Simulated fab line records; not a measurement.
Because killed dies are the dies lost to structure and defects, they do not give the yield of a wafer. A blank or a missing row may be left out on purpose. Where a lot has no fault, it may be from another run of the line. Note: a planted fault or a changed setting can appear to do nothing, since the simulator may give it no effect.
Split-lot experiment -- flow n5-finfet -- on a route of 1938 steps: 7 lots, 21 wafers read

ABOUT THE SPLIT
At N5_BEOL_M6_EXPOSE_25 (exposes mask V5, target cd 40 nm), the setting dose-mj was moved away from the recipe's 45 on 4 of the 21 wafers read, by -3.5% to +4.2%. The other wafers ran this setting at the recipe's value.

FROM THE SPLIT TO THE READING: what the file shows between them, 2 steps
- N5_BEOL_M6_PEB_26: peb time 60 s
- N5_BEOL_M6_DEVELOP_27: develop time 30 s

THE READING
cd-nm at N5_BEOL_M6_CD_MEAS_28, given in nm (cd target 40 nm). A value of 40.01 nm with a standard deviation of 0.22 nm is what fault-free wafers of this fab line usually give.

wafer,"tool, chamber at the split",dose-mj as run,against the recipe,"cd-nm, nm",against lot-mates on the recipe
L080.1,"euv-scanner-02, 0",45,recipe,40.68,-
L080.2,"euv-scanner-02, 0",45,recipe,40.12,-
L080.4,"euv-scanner-02, 0",45,recipe,40.01,-
L079.2,"euv-scanner-02, 0",43.64,-3.0%,39.14,-0.77
L079.3,"euv-scanner-02, 0",45,recipe,39.96,-
L079.4,"euv-scanner-02, 0",45,recipe,39.86,-
L085.2,"euv-scanner-02, 0",45,recipe,39.97,-
L085.4,"euv-scanner-02, 0",45,recipe,39.81,-
L085.6,"euv-scanner-02, 0",43.43,-3.5%,39.06,-0.83
L094.2,"euv-scanner-01, 0",45,recipe,40.33,-
L094.5,"euv-scanner-01, 0",45,recipe,40.35,-
L094.6,"euv-scanner-01, 0",45,recipe,39.96,-
L093.2,"euv-scanner-02, 0",45,recipe,39.83,-
L093.3,"euv-scanner-02, 0",46.9,+4.2%,40.77,+0.94
L093.4,"euv-scanner-02, 0",46.9,+4.2%,41.30,+1.47
L095.2,"euv-scanner-02, 0",45,recipe,39.91,-
L095.4,"euv-scanner-02, 0",45,recipe,39.97,-
L095.5,"euv-scanner-02, 0",45,recipe,39.64,-
L097.1,"euv-scanner-02, 0",45,recipe,39.85,-
L097.3,"euv-scanner-02, 0",45,recipe,40.25,-
L097.6,"euv-scanner-02, 0",45,recipe,39.97,-

FIT RESULTS
A straight line over all 21 wafers: cd-nm changes by +0.256 nm for each +1% of dose-mj; r = +0.87; the points scatter about the line by 0.25 nm.
The same after taking each lot's own level away (the mean of its wafers on the recipe; 21 wafers): +0.27 nm for each +1%; r = +0.93; scatter 0.19 nm.
On that fit, the largest move of dose-mj shifts the reading by 1.1 nm.
The lots' own levels span 39.830 to 40.270 nm, that is 2.0 times the standard deviation above.
The two slopes are in agreement: the lot-to-lot level therefore moves the slope only a little.
Check: with one of the wafers moved furthest among these (+4.2%) left out of the fit, the line predicts +1.27 nm for it against its lot-mates. It came out at +0.94 nm against them.

THE OTHER SPLITS THESE WAFERS WENT THROUGH
These wafers also went through other splits before the reading. Each is held against what the fit with the lots' levels taken away leaves over:
other split on the same wafers,wafers away from the commonest value,r with cd-nm (lot level and that fit taken away)
N5_BEOL_M5_TRENCH_ETCH_37 time-s,9,+0.25

THE WHOLE CHAIN: every reading that the file lists as answering this split, in the file's order
step,what it does,reading,change (the file's fit),r (the file's)
N5_BEOL_M6_CD_MEAS_28,target cd 40 nm,cd-nm,+0.264 nm for each +1% of the setting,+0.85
N5_BEOL_M6_DESCUM_33,"chemistry O2, time 7 s","BEOL_M6.cd-nm (the simulator's own value, which no gauge read)",+0.26 nm for each +1% of the setting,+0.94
N5_BEOL_M6_ETCH_72,"etches underlayer in N2/H2, target depth 6.5 nm, time 5.2 s","BEOL_M6.cd-nm (the simulator's own value, which no gauge read)",+0.275 nm for each +1% of the setting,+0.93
N5_BEOL_M6_ETCH_65,"etches SiARC in CF4, target depth 15.6 nm, time 26 s","BEOL_M6.cd-nm (the simulator's own value, which no gauge read)",+0.253 nm for each +1% of the setting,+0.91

THE FILE'S OWN FIT
cd-nm changes by +0.264 nm for each +1% of dose-mj, r = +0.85.
